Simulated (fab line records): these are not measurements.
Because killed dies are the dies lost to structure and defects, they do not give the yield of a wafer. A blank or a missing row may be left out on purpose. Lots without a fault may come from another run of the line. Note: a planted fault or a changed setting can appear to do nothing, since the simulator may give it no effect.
fab line records    flow nandHarc    part 2 of 2: steps 5 to 6 of 6
[record] lots = 21  wafers = 63  lastDay = 24
route steps=1159 shown A_STAIRCASE@596
lots untouched by any fault: they come from a run of this same line in which no faults occurred
startH: start of the lot's first displayed wafer, in hours after the record's first day    waitH: time in hours since the lot's previous step    " the same as in the row above    L1.1+2: one row covering several wafers at once    - no value present, or no start provided    * or withheld: withheld    < > ~ a bound
route shown NAME@n: names a module that has steps shown in the file, with the first one's number in the route    usual: mean/standard deviation taken from wafers without a fault    same: alike in all rows    chamber/n: place in a boat    sites: the reading at each site    _std_site: their standard deviation    _edge_site: the outer-site mean with the inner-site mean subtracted    radiusMm: how far each site lies from the wafer's centre    mask NAME#n: copy n    behind: the tool/chamber that last shaped the wafer    hold: what put the lot on hold/how long, in hours/how the hold closed    device: transistor that didn't switch, given as n, p or np    end of line: the route-end tests of the same wafers    a step with no rows: only its recipe    killed: at the first sort, the dies lost to defects and structure; wafer yield is something else    map: a wafer's dies, x killed, . not, _ none there
set.NAME: the run value of the setting; set.NAME@STEP: its run value at that earlier step    model.NAME: the simulator's own value behind a step, which no gauge read
a sample of lots followed through the steps of the route, with each step as a table and each wafer as a row
services: a tool's chamber out of use, with start hour (startH, from the record's first day; less than 0 if before it), hours out, and reason
[[steps]]
[step NHARC_A_STAIRCASE_HM_OPEN_460]
[recipe] o2FlowSccm = 400  cosFlowSccm = 20  arFlowSccm = 0  rfW = 500  biasW = 300  chemistry = O2/COS
[usual] drypumpMotorCurrentA = 5.6/0.35  o2FlowSccm = 400.3/1.1  oesProductAu = 0.999/0.0085  rfVppV = 466/3.1  showerheadPlenumPTorr = 3.09/0.15  throttleValvePct = 28.330/0.0093
lot.wafer  tool        chamber  startH  waitH  drypumpMotorCurrentA  o2FlowSccm  oesProductAu  rfHoursCounterH  rfVppV  showerheadPlenumPTorr  throttleValvePct
L075.4     rieDiel-03  0        -       -      5.5                   400.0       0.998         12               469     3.18                   28.315
L075.2     "           2        "       "      5.8                   400.2       1.004         16               470     3.18                   28.320
L075.6     "           1        "       "      5.8                   401.7       0.997         -                471     3.34                   28.337
L077.1     rieDiel-07  0        -       -      6.3                   399.5       1.002         8                472     3.37                   28.324
L077.2     "           2        "       "      6.0                   401.3       1.004         10               464     2.97                   28.330
L077.5     "           3        "       "      5.7                   401.4       0.994         -                470     3.20                   28.336
L080.2     rieDiel-03  3        -       -      6.1                   399.7       0.992         20               470     3.21                   28.340
L080.3     "           1        "       "      5.8                   399.5       0.990         19               471     3.33                   28.348
L080.6     "           0        "       "      5.5                   402.2       0.991         -                468     3.18                   28.329
L079.3     rieDiel-02  0        -       -      5.9                   401.7       1.005         45               466     3.05                   28.332
L079.1     "           1        "       "      5.4                   400.6       1.010         46               464     2.94                   28.332
L079.6     "           3        "       "      5.0                   398.5       0.990         -                465     2.99                   28.324
L078.3     rieDiel-02  3        -       -      5.0                   402.9       1.000         45               465     2.99                   28.328
L078.4     "           0        "       "      5.9                   401.5       1.011         47               465     3.05                   28.339
L078.2     "           1        "       "      5.4                   400.9       1.018         47               464     2.94                   28.322
L081.2     rieDiel-07  2        -       -      6.1                   400.9       0.990         18               463     2.97                   28.338
L081.3     "           0        "       "      6.3                   399.5       1.009         16               472     3.36                   28.321
L081.4     "           1        "       "      5.6                   398.6       0.984         19               465     2.94                   28.325
L083.2     rieDiel-03  2        -       -      5.8                   400.5       1.008         31               468     3.18                   28.345
L083.1     "           3        "       "      6.1                   401.0       1.007         32               468     3.20                   28.338
L083.5     "           2        "       "      5.7                   400.8       1.007         -                470     3.18                   28.347
L082.1     rieDiel-03  1        -       -      5.8                   399.3       0.992         32               472     3.33                   28.319
L082.6     "           2        "       "      5.7                   398.7       1.009         -                467     3.18                   28.326
L082.5     "           3        "       "      6.1                   400.1       1.002         -                469     3.20                   28.344
L084.3     rieDiel-02  3        -       -      5.0                   399.3       1.002         59               464     2.98                   28.346
L084.5     "           3        "       "      5.0                   399.5       1.002         -                465     2.98                   28.333
L084.6     "           0        "       "      5.9                   399.9       0.996         -                466     3.05                   28.328
L085.4     rieDiel-03  1        -       -      5.8                   400.4       1.002         39               471     3.32                   28.332
L085.1     "           2        "       "      5.8                   397.8       1.001         39               467     3.17                   28.334
L085.6     "           2        "       "      5.8                   400.7       0.999         -                468     3.17                   28.321
L086.4     rieDiel-02  1        -       -      5.4                   400.1       1.030         66               464     2.93                   28.326
L086.1     "           2        "       "      5.4                   400.4       0.998         59               464     2.93                   28.334
L086.2     "           3        "       "      5.0                   399.4       1.000         63               464     2.98                   28.342
L087.1     rieDiel-07  1        -       -      5.6                   400.2       0.993         31               463     2.93                   28.321
L087.4     "           3        "       "      5.7                   399.0       0.989         28               468     3.19                   28.316
L087.5     "           1        "       "      5.6                   402.1       0.993         -                462     2.93                   28.322
L088.4     rieDiel-03  1        -       -      5.8                   398.7       1.001         44               471     3.32                   28.334
L088.2     "           2        "       "      5.8                   401.0       1.008         44               467     3.17                   28.348
L088.5     "           1        "       "      5.8                   399.3       0.993         -                472     3.32                   28.340
L090.1     rieDiel-03  1        -       -      5.8                   399.1       1.003         50               471     3.32                   28.316
L090.3     "           3        "       "      6.0                   398.8       0.993         50               467     3.19                   28.322
L090.5     "           1        "       "      5.8                   400.9       0.993         -                471     3.32                   28.335
L089.4     rieDiel-02  1        -       -      5.4                   400.4       1.014         5                464     2.93                   28.319
L089.1     "           2        "       "      5.4                   400.9       0.999         4                463     2.93                   28.338
L089.5     "           0        "       "      5.9                   399.8       0.999         -                465     3.04                   28.337
L092.3     rieDiel-02  3        -       -      5.0                   400.1       0.995         7                464     2.98                   28.349
L092.2     "           2        "       "      5.4                   399.2       1.001         6                464     2.93                   28.330
L092.6     "           0        "       "      5.9                   401.4       0.997         -                467     3.04                   28.344
L094.3     rieDiel-02  0        -       -      5.9                   401.7       0.988         16               465     3.04                   28.322
L094.2     "           1        "       "      5.4                   401.2       1.000         15               464     2.92                   28.332
L094.4     "           2        "       "      5.4                   401.9       0.986         13               464     2.92                   28.338
L095.1     rieDiel-02  3        -       -      5.0                   401.2       0.998         14               463     2.97                   28.332
L095.3     "           0        "       "      5.9                   399.4       0.993         16               465     3.04                   28.350
L095.2     "           1        "       "      5.4                   398.9       0.995         15               464     2.92                   28.324
L093.1     rieDiel-07  3        -       -      5.7                   399.3       1.004         46               467     3.18                   28.325
L093.4     "           0        "       "      6.2                   401.7       1.013         50               472     3.35                   28.330
L093.3     "           1        "       "      5.6                   400.5       1.005         53               462     2.92                   28.328
L096.2     rieDiel-03  1        -       -      5.8                   399.3       0.989         67               472     3.31                   28.337
L096.5     "           1        "       "      5.8                   400.8       1.002         -                471     3.31                   28.327
L096.6     "           2        "       "      5.7                   401.4       0.998         -                468     3.16                   28.343
L097.3     rieDiel-07  2        -       -      6.0                   400.7       1.004         53               465     2.95                   28.328
L097.1     "           1        "       "      5.7                   399.1       1.002         57               464     2.92                   28.349
L097.5     "           3        "       "      5.7                   402.3       1.003         -                469     3.18                   28.314
[step NHARC_A_STAIRCASE_ETCH_315]
[recipe] targetDepthA = 25000  timeS = 607.1  ionEnergyEv = 800  c4f8FlowSccm = 80  o2FlowSccm = 60  arFlowSccm = withheld  rfW = 600  biasW = 3000  chemistry = C4F8/O2/Ar
[usual] oesProductAu = 0.931/0.0087  rfVppV = 1822/12
lot.wafer  tool        chamber  startH  waitH  oesProductAu  rfHoursCounterH  rfVppV
L075.4     rieDiel-07  1        -       -      0.931         13               1813
L075.2     "           2        "       "      0.926         13               1814
L075.6     "           0        "       "      0.930         -                1849
L077.2     rieDiel-02  0        -       -      0.942         45               1821
L077.1     "           2        "       "      0.936         38               1811
L077.5     "           0        "       "      0.939         -                1820
L080.3     rieDiel-02  2        -       -      0.924         39               1811
L080.2     "           0        "       "      0.936         46               1822
L080.6     "           1        "       "      0.950         -                1811
L079.3     rieDiel-07  1        -       -      0.944         15               1811
L079.1     "           2        "       "      0.942         15               1813
L079.6     "           2        "       "      0.950         -                1815
L078.4     rieDiel-03  2        -       -      0.939         24               1832
L078.2     "           3        "       "      0.939         24               1833
L078.3     "           0        "       "      0.942         21               1834
L081.3     rieDiel-02  2        -       -      0.942         49               1812
L081.2     "           3        "       "      0.938         54               1817
L081.4     "           0        "       "      0.934         54               1821
L083.2     rieDiel-03  1        -       -      0.935         36               1843
L083.1     "           2        "       "      0.932         35               1832
L083.5     "           1        "       "      0.923         -                1845
L082.1     rieDiel-03  2        -       -      0.923         35               1832
L082.5     "           3        "       "      0.921         -                1832
L082.6     "           0        "       "      0.922         -                1831
L084.3     rieDiel-02  1        -       -      0.933         64               1813
L084.6     "           3        "       "      0.933         -                1814
L084.5     "           0        "       "      0.933         -                1822
L085.1     rieDiel-07  0        -       -      0.928         28               1846
L085.4     "           3        "       "      0.922         28               1832
L085.6     "           0        "       "      0.923         -                1848
L086.4     rieDiel-07  3        -       -      0.934         30               1833
L086.2     "           1        "       "      0.917         33               1810
L086.1     "           2        "       "      0.915         34               1814
L087.4     rieDiel-07  1        -       -      0.932         34               1812
L087.1     "           3        "       "      0.942         31               1832
L087.5     "           2        "       "      0.947         -                1814
L088.2     rieDiel-07  0        -       -      0.930         32               1845
L088.4     "           3        "       "      0.921         32               1834
L088.5     "           0        "       "      0.934         -                1845
L090.1     rieDiel-02  2        -       -      0.920         5                1811
L090.3     "           3        "       "      0.927         5                1815
L090.5     "           3        "       "      0.937         -                1815
L089.4     rieDiel-02  1        -       -      0.933         6                1812
L089.1     "           2        "       "      0.935         5                1810
L089.5     "           0        "       "      0.942         -                1820
L092.3     rieDiel-02  0        -       -      0.925         11               1820
L092.2     "           1        "       "      0.932         11               1810
L092.6     "           1        "       "      0.943         -                1811
L094.4     rieDiel-03  3        -       -      0.930         65               1833
L094.3     "           0        "       "      0.915         62               1830
L094.2     "           1        "       "      0.925         65               1841
L095.1     rieDiel-02  1        -       -      0.928         18               1809
L095.3     "           2        "       "      0.924         16               1810
L095.2     "           0        "       "      0.927         19               1820
L093.1     rieDiel-02  3        -       -      0.926         23               1813
L093.4     "           1        "       "      0.942         23               1811
L093.3     "           2        "       "      0.923         22               1811
L096.2     rieDiel-07  2        -       -      0.929         55               1814
L096.6     "           0        "       "      0.921         -                1846
L096.5     "           1        "       "      0.923         -                1811
L097.1     rieDiel-02  2        -       -      0.922         25               1809
L097.3     "           1        "       "      0.936         27               1810
L097.5     "           2        "       "      0.926         -                1810
[[services]]
tool        chamber  startH  hours  kind
rieDiel-07  -        228.37  9.0    pm
rieDiel-02  0        233.90  -      clean
rieDiel-02  1        233.90  -      clean
rieDiel-02  2        233.90  -      clean
rieDiel-02  3        233.90  -      clean
rieDiel-07  0        241.42  3.2    repair
rieDiel-03  1        245.13  1.9    repair
rieDiel-02  2        254.31  11.7   repair
rieDiel-02  0        258.47  -      clean
rieDiel-02  1        258.47  -      clean
rieDiel-02  3        258.47  -      clean
rieDiel-02  0        282.97  -      clean
rieDiel-02  1        282.97  -      clean
rieDiel-02  2        282.97  -      clean
rieDiel-02  3        282.97  -      clean
rieDiel-02  0        307.50  -      clean
rieDiel-02  1        307.50  -      clean
rieDiel-02  2        307.50  -      clean
rieDiel-02  3        307.50  -      clean
rieDiel-07  3        320.10  10.3   repair
rieDiel-02  -        328.11  9.0    pm
rieDiel-07  -        349.49  0.6    repair
rieDiel-07  2        373.39  6.5    repair
rieDiel-03  -        392.30  9.0    pm
